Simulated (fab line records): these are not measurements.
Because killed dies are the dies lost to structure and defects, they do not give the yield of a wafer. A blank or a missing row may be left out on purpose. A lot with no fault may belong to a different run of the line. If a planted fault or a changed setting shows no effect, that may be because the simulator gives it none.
One fault through the eyes of 3 desks / flow n5 finfet / every desk sees just its own numbers, and what lay behind them comes last

TOOL OWNER'S DESK, litho track-05
The tool's own readings at N5_PMOS_HMC_CHANNEL_EPI_COAT_03 (resist thk 205 nm): means of the sampled wafers that have a number, for each lot that ran on this tool. The brackets show how far a lot's mean lies from the usual mean; more than 4 standard deviations puts the lot out of limits, marked OUT.
Columns: A = spin speed rpm at N5_PMOS_HMC_CHANNEL_EPI_COAT_03, usual 1500.0 rpm
lot=L386; first seen here=day 2 22:58; A=1501.3
lot=L393; first seen here=day 4 17:41; A=1460.5 (-39) OUT
lot=L397; first seen here=day 5 16:40; A=1461.1 (-39) OUT
Finding of this desk: L393, L397 out of limits; the first was L393 at day 4 17:41, on spin speed rpm at N5_PMOS_HMC_CHANNEL_EPI_COAT_03. In limits: L386.

FROM THE METROLOGY DESK
Means of the sampled wafers that have a number, per lot and without regard to the tool the lot ran on: this is what the gauges read. The brackets show how far a lot's mean lies from the usual mean; more than 4 standard deviations puts the lot out of limits, marked OUT. Only the readings that lie furthest out on some lot appear, 7 of the 12 it has.
Columns: A = cd nm at N5_PMOS_HMC_CHANNEL_EPI_CD_MEAS_09, usual 237.2 nm; B = DIBL_N at N5_BEOL_M4_RC_MEAS_101, usual 37.5 mV/V; C = IOFF_N at N5_BEOL_M4_RC_MEAS_101, usual 0.18 nA/um; D = ION_P at N5_BEOL_M4_RC_MEAS_101, usual 464 uA/um; E = SS_N at N5_BEOL_M4_RC_MEAS_101, usual 72.0 mV/dec; F = SS_P at N5_BEOL_M4_RC_MEAS_101, usual 73.6 mV/dec; G = VT_P at N5_BEOL_M4_RC_MEAS_101, usual -249 mV
lot=L385; first seen here=day 2 17:22; A=236.9; B=38.4; C=0.18; D=467; E=72.2; F=73.4; G=-246
lot=L386; first seen here=day 2 23:19; A=237.6; B=37.7; C=0.22; D=460; E=72.7; F=74.2; G=-250
lot=L393; first seen here=day 4 18:02; A=237.2; B=38.6; C=0.19; D=460; E=72.0; F=73.8; G=-251
lot=L397; first seen here=day 5 16:53; A=235.4; B=37.4; C=0.16; D=464; E=71.5; F=72.9; G=-250
lot=L398; first seen here=day 5 23:16; A=237.2; B=35.4; C=0.16; D=470; E=71.2; F=73.3; G=-252
lot=L400; first seen here=day 6 11:16; A=237.7; B=36.6; C=0.18; D=475; E=71.7; F=72.8; G=-246
This desk found nothing out of limits on any of the 6 lots.

THE DEFECT DESK
For each lot, the counts of the inspections along the route, averaged over the sampled wafers that have a number. The brackets show how far a lot's mean lies from the usual mean; more than 4 standard deviations puts the lot out of limits, marked OUT.
Columns: A = raw defect count at N5_WELL_APT_INSPECT_38, usual 14; B = raw defect count at N5_PMOS_HMC_CHANNEL_EPI_INSPECT_11, usual 2.0
lot=L385; first seen here=day 2 16:55; A=19; B=1.0
lot=L386; first seen here=day 2 22:52; A=15; B=1.3
lot=L393; first seen here=day 4 17:35; A=21; B=2.0
lot=L397; first seen here=day 5 16:34; A=9; B=3.0
lot=L398; first seen here=day 5 22:57; A=12; B=0.3
lot=L400; first seen here=day 6 10:57; A=10; B=2.0
This desk found nothing out of limits on any of the 6 lots.

PUT TOGETHER
The tool owner's desk had the chance to raise an alarm at day 4 17:41 on L393, L397.
Nothing out of limits was seen by the metrology desk.
The defect desk saw nothing out of limits.
The metrology desk has L393, L397 on record, within its limits.
The defect desk has L393, L397 on record, within its limits.
The lots listed all ran N5_PMOS_HMC_CHANNEL_EPI_COAT_03 on litho track-05.

WHAT HAD BEEN PUT IN BY THE SIMULATOR
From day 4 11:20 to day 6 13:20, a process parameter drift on litho track-05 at N5_PMOS_HMC_CHANNEL_EPI_COAT_03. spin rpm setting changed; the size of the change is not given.
Lots struck among those shown: L393, L397.
Hours from the fault's start to each desk's first reading out of limits: the tool owner's desk, 6.
